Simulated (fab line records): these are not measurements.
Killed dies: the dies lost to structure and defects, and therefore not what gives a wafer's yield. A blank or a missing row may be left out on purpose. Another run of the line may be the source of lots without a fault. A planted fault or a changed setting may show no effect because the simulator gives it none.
A lot that was struck, set against a sound lot	flow n5Finfet	13 steps out of a route of 1938
Sound: these wafers, L913.3, L913.4, L913.5. Wafers L930.1, L930.2, L930.4 were the ones struck. The cause is named last.
At each step with rows: each side's tool, then ch and its chambers, then its first start. Under that, the readings that differ: sound wafers	struck wafers	difference of the means	sigmas: that difference in standard deviations of wafers without a fault.
alike: same words and numbers on both sides, and readings whose means sit less than 2 such deviations apart. not compared: any withheld reading, any reading some wafer has no value for, any bound like >300 that may hide the same value, and any number with overlapping values for which the record gives no deviation.
Wherever a step has rows on one side only, a row that says differs or no value, or a row with sigmas, the two part there. Numbers that don't overlap but have no deviation are shown without sigmas and don't part them. A reading missing from all wafers of one side parts the sides only when that side holds two or more wafers.

first, 5 steps without rows for these wafers: N5_BEOL_M15_SOFTBAKE_23 (time 60 s); N5_BEOL_M15_EXPOSE_25 (exposes mask M15, target cd 400 nm); N5_BEOL_M15_PEB_26 (peb time 90 s); N5_BEOL_M15_DEVELOP_27 (develop time 45 s); N5_BEOL_M15_HARDBAKE_32 (time 120 s).
N5_BEOL_M15_CD_MEAS_28: target cd 407.6 nm.
  sound on cdSem-03 ch 0, day 11 18:52; struck on cdSem-03 ch 0, day 18 17:43
  alike: cdNm
N5_BEOL_M15_OVL_MEAS_29:
  sound on overlay-01 ch 0, day 11 18:54; struck on overlay-02 ch 0, day 18 17:44
  alike: M15_OVL
N5_BEOL_M15_INSPECT_30: inspects for defects (macro).
  sound on defectInspect-02, day 11 18:55; struck on defectInspect-02, day 18 17:46
  alike: rawDefectCount
N5_BEOL_M15_DESCUM_33: chemistry O2, time 7.9 s.
  sound on rieDiel-02 ch 0,2,3, day 11 19:05; struck on rieDiel-02 ch 0,2,3, day 18 17:48
  alike: chamberPressureMTorr, drypumpMotorCurrentA, oesProductAu, rfVppV, showerheadPlenumPTorr, throttleValvePct
  not compared: rfHoursCounterH
N5_BEOL_M15_ETCH_61: etches BARC in N2/H2, target depth 89 nm, overetch 26.7 nm, time 67.9 s.
  sound on rieDiel-02 ch 0,2,3, day 11 19:07; struck on rieDiel-02 ch 0,2,3, day 18 17:50
  alike: chamberPressureMTorr, drypumpMotorCurrentA, oesProductAu, rfVppV, showerheadPlenumPTorr, throttleValvePct
  not compared: rfHoursCounterH
N5_BEOL_M15_TRENCH_ETCH_34: etches SiO2 in C4F8/O2/Ar, target depth 872.93 nm, time 199 s.
  sound on rieDiel-02 ch 0,2,3, day 11 19:10; struck on rieDiel-02 ch 0,2,3, day 18 17:53
  alike: chamberPressureMTorr, drypumpMotorCurrentA, heOuterTorr, oes_f_703_au, oesProductAu, rfVppV, showerheadPlenumPTorr, throttleValvePct
  not compared: rfHoursCounterH
N5_BEOL_M15_STRIP_36: strips in O2.
  sound on rieDiel-02 ch 0,2, day 11 19:29; struck on rieDiel-02 ch 1,2,3, day 19 01:21
  no value came back on the struck wafers for any of 8 readings (biasPowerW (W), chamberPressureMTorr (mTorr) and others); on the sound wafers biasPowerW (W) reads 0 0 0
reading	sound	struck	difference	sigmas
model.coat_of_BEOL_M15_COAT_22.thkNm (nm)	0 0 0	542.4 541 545.4	+542.9	
  not compared: rfHoursCounterH
N5_BEOL_M15_STRIP_62: strips in O2.
  sound on rieDiel-02 ch 0,2; struck on rieDiel-02 ch 1,2,3, day 19 01:23
  alike: chamberPressureMTorr, drypumpMotorCurrentA, oesProductAu, rfVppV, showerheadPlenumPTorr, throttleValvePct
  not compared: rfHoursCounterH

## WHERE THEY PART
Within this record, at N5_BEOL_M15_STRIP_36 only. Later steps at which nothing parts them and some readings are alike: N5_BEOL_M15_STRIP_62.

WHY: whatever the simulator had introduced
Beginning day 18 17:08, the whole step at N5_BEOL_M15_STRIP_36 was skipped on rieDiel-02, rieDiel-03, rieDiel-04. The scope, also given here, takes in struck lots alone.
